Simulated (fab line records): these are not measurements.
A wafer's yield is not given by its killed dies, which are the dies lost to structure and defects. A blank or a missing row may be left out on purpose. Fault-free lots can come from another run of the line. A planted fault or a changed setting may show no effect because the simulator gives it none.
Split-lot trial -- flow n5_finfet -- on a route of 1938 steps: 7 lots, 21 wafers read

## THE SPLIT
At N5_BEOL_M3_TRENCH_ETCH_37 (etches SiOC in C4F6/O2, target depth 55.555 nm, time 29.2 s), the setting source_w was moved away from the recipe's 355 W on 7 of the 21 wafers read, by -12.5% to +10.2%. All remaining wafers had this setting at the recipe value.

## FROM THE SPLIT TO THE READING: what the file shows between them, 2 steps
- N5_BEOL_M3_ETCH_41: etches SiCN in CH3F/O2, target depth 29.9 nm, time 52.5 s
- N5_BEOL_M3_STRIP_97: strips in N2/H2, time 10 s

## THE READING
trench_depth_nm, in nm, at N5_BEOL_M3_OCD_MEAS_38. A value of 55.5 nm with a standard deviation of 0.79 nm is what fault-free wafers of this fab line usually give.

wafer,"tool, chamber at the split","source_w as run, W",against the recipe,"trench_depth_nm, nm",against lot-mates on the recipe
L074.3,"rie_diel-01, 2",355,recipe,55.6,-
L074.5,"rie_diel-01, 0",386.5,+8.9%,56.8,+1.2
L074.6,"rie_diel-01, 2",386.5,+8.9%,56.6,+1.0
L075.2,"rie_diel-06, 1",355,recipe,56.2,-
L075.4,"rie_diel-06, 0",310.7,-12.5%,53.2,-3.0
L075.6,"rie_diel-06, 1",310.7,-12.5%,54.1,-2.1
L077.2,"rie_diel-06, 0",355,recipe,56.2,-
L077.3,"rie_diel-06, 3",355,recipe,55.9,-
L077.4,"rie_diel-06, 1",325.1,-8.4%,53.7,-2.3
L079.1,"rie_diel-01, 1",355,recipe,54.9,-
L079.2,"rie_diel-01, 3",355,recipe,55.4,-
L079.6,"rie_diel-01, 1",355,recipe,54.8,-
L085.2,"rie_diel-01, 0",355,recipe,55.3,-
L085.5,"rie_diel-01, 1",355,recipe,55.0,-
L085.6,"rie_diel-01, 0",355,recipe,55.2,-
L089.1,"rie_diel-05, 3",355,recipe,54.9,-
L089.3,"rie_diel-05, 1",391.1,+10.2%,56.6,+1.6
L089.6,"rie_diel-05, 1",355,recipe,55.2,-
L097.1,"rie_diel-06, 2",355,recipe,57.4,-
L097.2,"rie_diel-06, 3",355,recipe,56.7,-
L097.4,"rie_diel-06, 0",333.6,-6.0%,54.9,-2.1

FIT RESULTS
A straight line over all 21 wafers: trench_depth_nm changes by +0.144 nm for each +1% of source_w; r = +0.78; the points scatter about the line by 0.68 nm.
The same after taking each lot's own level away (the mean of its wafers on the recipe; 21 wafers): +0.191 nm for each +1%; r = +0.95; scatter 0.39 nm.
The reading moves by 2.4 nm for the largest change in source_w, on that fit.
The lots' own levels span 55.03 to 57.05 nm, that is 2.6 times the standard deviation above.
So the lot-to-lot level blurs the effect unless lot-mates are compared.
Check: for one of the wafers moved furthest among these (-12.5%), held out of the fit, the line's prediction against its lot-mates is -2.4 nm. It came out at -3 nm against them.
Tool readings at the split's step, against how far the setting was moved: rf_vpp_V r = -0.95.

## ADDITIONAL SPLITS CARRIED BY THESE WAFERS
Note: prior to the reading, these wafers also went through further splits. Each is held against what the fit with the lots' levels taken away leaves over:
other split on the same wafers,wafers away from the commonest value,r with trench_depth_nm (lot level and that fit taken away)
N5_BEOL_M2_TRENCH_ETCH_37 time_s,5,+0.23

## THE WHOLE CHAIN: every reading that the file lists as answering this split, in the file's order
step,what it does,reading,change (the file's fit),r (the file's)
N5_BEOL_M3_TRENCH_ETCH_37,"etches SiOC in C4F6/O2, target depth 55.555 nm, time 29.2 s",rf_vpp_V,-3.13 V for each +1% of the setting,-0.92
N5_BEOL_M3_TRENCH_ETCH_37,"etches SiOC in C4F6/O2, target depth 55.555 nm, time 29.2 s","etch.depth_nm (the simulator's own value, which no gauge read)",+0.227 nm for each +1% of the setting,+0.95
N5_BEOL_M3_TRENCH_ETCH_37,"etches SiOC in C4F6/O2, target depth 55.555 nm, time 29.2 s","BEOL_M3.feature_depth_nm (the simulator's own value, which no gauge read)",+0.23 nm for each +1% of the setting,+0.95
N5_BEOL_M3_OCD_MEAS_38,,trench_depth_nm,+0.203 nm for each +1% of the setting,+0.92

## THE FILE'S OWN FIT
trench_depth_nm changes by +0.203 nm for each +1% of source_w, r = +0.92.
